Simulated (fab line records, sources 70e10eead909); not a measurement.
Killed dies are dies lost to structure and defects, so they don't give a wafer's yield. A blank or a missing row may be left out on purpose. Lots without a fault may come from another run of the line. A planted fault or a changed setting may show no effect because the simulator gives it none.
A struck lot beside a sound one | flow nand_harc | 14 steps out of a route of 1302
Sound: wafers L484.2, L484.3, L484.4. Struck: wafer L476.4. (L476.5 of the same lot was not struck and is left out.) The cause comes at the end.
At each step with rows: each side's tool, then ch and its chambers, then its first start. Under that, the readings that differ: sound wafers | struck wafers | difference of the means | sigmas: that difference in standard deviations of wafers without a fault.
alike: readings whose means differ by less than 2 such deviations, and words and numbers that are the same on both sides. not compared: withheld readings, readings that some wafer has no value for, bounds like >300 that may hide the same value, and numbers for which the record gives no deviation and whose values overlap.
The two part at a step that has a row with sigmas, a row that says differs or no value, or rows on one side only. Numbers that don't overlap but have no deviation are shown without sigmas and don't part them. A reading that every wafer of one side lacks parts them only if that side has two wafers or more.

first, 3 steps without rows for these wafers: NHARC_A_CHANNEL_HOLE_D1_STRIP_41 (strips in N2/H2); NHARC_A_CHANNEL_HOLE_D1_STRIP_42 (strips in CF4/CHF3); NHARC_A_CHANNEL_HOLE_D1_STRIP_43 (strips in O2/COS).
NHARC_A_CHANNEL_HOLE_D1_ETCH_44: etches the open film in CF4/O2, target depth 140 nm, overetch 14 nm, time 77 s.
  sound on rie_diel-08 ch 1,2,3, day 16 21:16; struck on rie_diel-08 ch 0, day 13 04:53
  reading                         | sound          | struck | difference | sigmas
  rf_hours_counter_h (h)          | 0 0 0          | 10     | +10        |
  showerhead_plenum_p_Torr (Torr) | 1.25 1.36 1.25 | 1.42   | +0.13      | +2
  alike: drypump_motor_current_A, oes_product_au, rf_vpp_V, throttle_valve_pct
NHARC_A_CHANNEL_HOLE_D1_STRIP_27: strips in O2.
  sound on rie_diel-08 ch 0,2,3; struck on rie_diel-08 ch 0
  reading                | sound | struck | difference | sigmas
  rf_hours_counter_h (h) | 0 0 0 | 10     | +10        |
  alike: drypump_motor_current_A, oes_product_au, rf_vpp_V, showerhead_plenum_p_Torr, throttle_valve_pct
then, 2 steps without rows for these wafers: NHARC_A_CHANNEL_HOLE_D1_PRECLEAN_28 (cleans in SC1); NHARC_A_CHANNEL_HOLE_D1_SRD_29.
NHARC_A_CHANNEL_HOLE_D1_CD_MEAS_30:
  sound on cd_sem-01, day 16 22:03; struck on cd_sem-01, day 13 05:40
  reading    | sound          | struck | difference | sigmas
  cd_nm (nm) | 89.6 89.4 86.3 | 91.0   | +2.6       | +2
NHARC_A_CHANNEL_HOLE_D1_XSEM_31:
  sound on xsem-02 ch 0, day 16 22:09; struck on xsem-01 ch 0, day 13 05:46
  reading        | sound          | struck | difference | sigmas
  bot_cd_nm (nm) | 73.9 73.8 70.3 | 76.9   | +4.2       | +3
  alike: bow_nm, tilt_deg
NHARC_A_CHANNEL_HOLE_D1_INSPECT_40:
  sound on defect_inspect-02, day 16 22:14; struck on defect_inspect-01, day 13 05:52
  alike: raw_defect_count
then, 2 steps without rows for these wafers: NHARC_A_CHANNEL_FILL_D1_PRECLEAN_00 (cleans in SC1); NHARC_A_CHANNEL_FILL_D1_SRD_01.
NHARC_A_CHANNEL_FILL_D1_ALD_02: deposits SiO2, target thk 6 nm, pulse time 10 s, ald cycles 60.
  sound on ald_hk-01 ch 0,1,2, day 16 22:26; struck on ald_hk-02 ch 0, day 13 06:03
  reading               | sound    | struck | difference | sigmas
  ald_cycles            | 60 60 60 | 71     | +11        |
  since_wet_clean_h (h) | 77 76 77 | 114    | +37        |
  alike: heater_power_w, precursor_pulse_height_rel
NHARC_A_CHANNEL_FILL_D1_ALD_03: deposits SiNx, target thk 6 nm, pulse time 60 s, ald cycles 58.
  sound on ald_sin_batch-02 ch 0; struck on ald_sin_batch-02 ch 0
  alike: precursor_pulse_height_rel
  not compared: ald_cycles

WHERE THEY PART
First at NHARC_A_CHANNEL_HOLE_D1_ETCH_44; last, within this record, at NHARC_A_CHANNEL_HOLE_D1_XSEM_31. Later steps at which nothing parts them and some readings are alike: NHARC_A_CHANNEL_HOLE_D1_INSPECT_40, NHARC_A_CHANNEL_FILL_D1_ALD_02, NHARC_A_CHANNEL_FILL_D1_ALD_03.

WHY: what the simulator had put in
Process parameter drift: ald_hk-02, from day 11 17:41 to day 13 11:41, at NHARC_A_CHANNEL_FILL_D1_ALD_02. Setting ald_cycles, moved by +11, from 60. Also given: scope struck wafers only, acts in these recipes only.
